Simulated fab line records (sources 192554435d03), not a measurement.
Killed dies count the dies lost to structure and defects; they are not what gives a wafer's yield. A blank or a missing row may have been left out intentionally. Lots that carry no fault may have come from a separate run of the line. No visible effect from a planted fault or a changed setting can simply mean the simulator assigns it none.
Matching of chambers    flow n5-finfet    N5_BEOL_M15_DEP_53 on pecvd-04: 3 sister chambers
The step deposits SiCN from 3MS/NH3, target thk 50 nm, time 17.8 s. 6 wafers are shown with their chamber, then 10 later ones without.

## EACH WAFER AND ITS CHAMBER
wafer   chamber  throttle-valve-pct (%)  showerhead-plenum-p-Torr (Torr)
L087.5  2        19.1                    4.164
L088.1  1        17.5                    4.130
L088.2  2        19.0                    4.170
L088.3  0        17.0                    4.163
L088.4  1        17.8                    4.119
L088.5  0        16.9                    4.150

## WAFERS WITH NO CHAMBER GIVEN
wafer   throttle-valve-pct (%)  showerhead-plenum-p-Torr (Torr)
L088.6  19.1                    4.168
L090.3  19.3                    4.152
L090.4  19.4                    4.167
L090.5  17.1                    4.160
L091.1  17.0                    4.154
L091.3  19.2                    4.153
L091.5  17.1                    4.164
L095.1  19.4                    4.161
L095.5  19.4                    4.157
L095.6  16.8                    4.154

## EACH ONE'S CHAMBER
wafer   from the rows above  in truth
L088.6  2                    2
L090.3  2                    2
L090.4  2                    2
L090.5  0                    0
L091.1  0                    0
L091.3  2                    2
L091.5  0                    0
L095.1  2                    2
L095.5  2                    2
L095.6  0                    0
Correctly placed: 10 of 10. Not placeable from these rows: 0. 0 placed wrongly.
How it was worked out, from the rows above alone: a wafer's distance from a chamber is the root of the sum, over the readings, of the square of ((its reading less the chamber's mean) divided by the reading's scatter). If the next closest chamber is less than 2 further off than the closest, the wafer can't be placed; otherwise it belongs to the closest. Each chamber's mean is taken over the wafers shown for it. The scatter is the square root of a quotient: the sum, over the shown wafers, of each reading's squared deviation from its chamber's mean, divided by wafers minus chambers.
